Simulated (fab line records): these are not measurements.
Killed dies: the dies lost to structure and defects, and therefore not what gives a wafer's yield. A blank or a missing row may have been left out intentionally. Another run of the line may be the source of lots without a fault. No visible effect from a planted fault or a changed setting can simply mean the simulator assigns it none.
A single fault, viewed from 2 desks    flow n5Finfet    each desk holds nothing but its own numbers, with what lay behind them at the end

THE TOOL OWNER'S DESK: rieDiel-04
The tool's own readings at N5_BEOL_M8_VIA_ETCH_34 (etches SiCOH lowk in C4F6/O2, target depth 125.5 nm, time 50.5 s): means of the sampled wafers that have a number, for each lot that ran on this tool. A lot is out of limits, marked OUT, if its mean lies more than 4 standard deviations from the usual mean; the brackets give that distance.
Columns: A = C4F6_flow_sccm at N5_BEOL_M8_VIA_ETCH_34, usual 10.000 sccm; B = O2_flow_sccm at N5_BEOL_M8_VIA_ETCH_34, usual 10.00 sccm; C = drypumpMotorCurrentA at N5_BEOL_M8_VIA_ETCH_34, usual 5.6 A; D = oesProductAu at N5_BEOL_M8_VIA_ETCH_34, usual 0.76 a.u.; E = rfVppV at N5_BEOL_M8_VIA_ETCH_34, usual 654 V; F = showerheadPlenumPTorr at N5_BEOL_M8_VIA_ETCH_34, usual 2.80 Torr; G = throttleValvePct at N5_BEOL_M8_VIA_ETCH_34, usual 20.97 %
lot   first seen here  A       B      C    D     E    F     G
L647  day 10 00:29     10.000  10.00  5.6  0.74  651  2.82  21.15
L659  day 13 07:40     9.999   10.01  5.7  0.72  649  2.78  21.10
L661  day 13 12:19     9.990   9.99   5.8  0.69  643  2.78  21.02
L669  day 14 22:37     10.011  10.00  5.5  0.79  647  2.76  21.08
L667  day 15 01:29     9.987   10.00  5.7  0.85  644  2.81  20.90
This desk found nothing out of limits on any of the 5 lots.

METROLOGY DESK
Lot by lot, what the gauges showed, no matter which tool ran the lot: averages of those sampled wafers that carry a number. A lot is out of limits, marked OUT, if its mean lies more than 4 standard deviations from the usual mean; the brackets give that distance. Only the readings that lie furthest out on some lot appear, 7 of the 11 it has.
Columns: A = DIBL_N at N5_BEOL_M4_RC_MEAS_101, usual 37.3 mV/V; B = IOFF_N at N5_BEOL_M4_RC_MEAS_101, usual 0.18 nA/um; C = ION_N at N5_BEOL_M4_RC_MEAS_101, usual 679 uA/um; D = ION_P at N5_BEOL_M4_RC_MEAS_101, usual 468 uA/um; E = SS_N at N5_BEOL_M4_RC_MEAS_101, usual 71.8 mV/dec; F = SS_P at N5_BEOL_M4_RC_MEAS_101, usual 73.6 mV/dec; G = cdNm at N5_BEOL_M8_CD_MEAS_28, usual 40.08 nm
lot   first seen here  A     B     C    D    E     F     G
L647  day 8 14:34      36.8  0.16  682  477  71.8  73.8  39.81
L656  day 10 19:53     35.2  0.16  680  465  71.9  72.9  40.31
L657  day 10 20:28     38.2  0.21  691  464  72.1  73.8  40.13
L659  day 11 20:29     36.7  0.17  679  472  71.4  73.5  39.97
L661  day 11 22:19     37.8  0.20  684  470  71.4  73.7  39.99
L663  day 12 06:49     37.4  0.20  690  469  72.0  74.2  39.98
L664  day 12 10:14     37.9  0.18  679  461  71.9  73.4  39.95
L665  day 12 10:40     39.2  0.19  673  460  72.3  73.7  40.24
L667  day 13 07:53     38.7  0.20  673  464  72.6  73.9  40.07
L669  day 13 13:46     36.7  0.17  679  472  71.3  73.1  40.15
This desk found nothing out of limits on any of the 10 lots.

PUT TOGETHER
The tool owner's desk saw nothing out of limits.
From the metrology desk's view, nothing was out of limits.

WHAT WAS PUT IN BY THE SIMULATOR
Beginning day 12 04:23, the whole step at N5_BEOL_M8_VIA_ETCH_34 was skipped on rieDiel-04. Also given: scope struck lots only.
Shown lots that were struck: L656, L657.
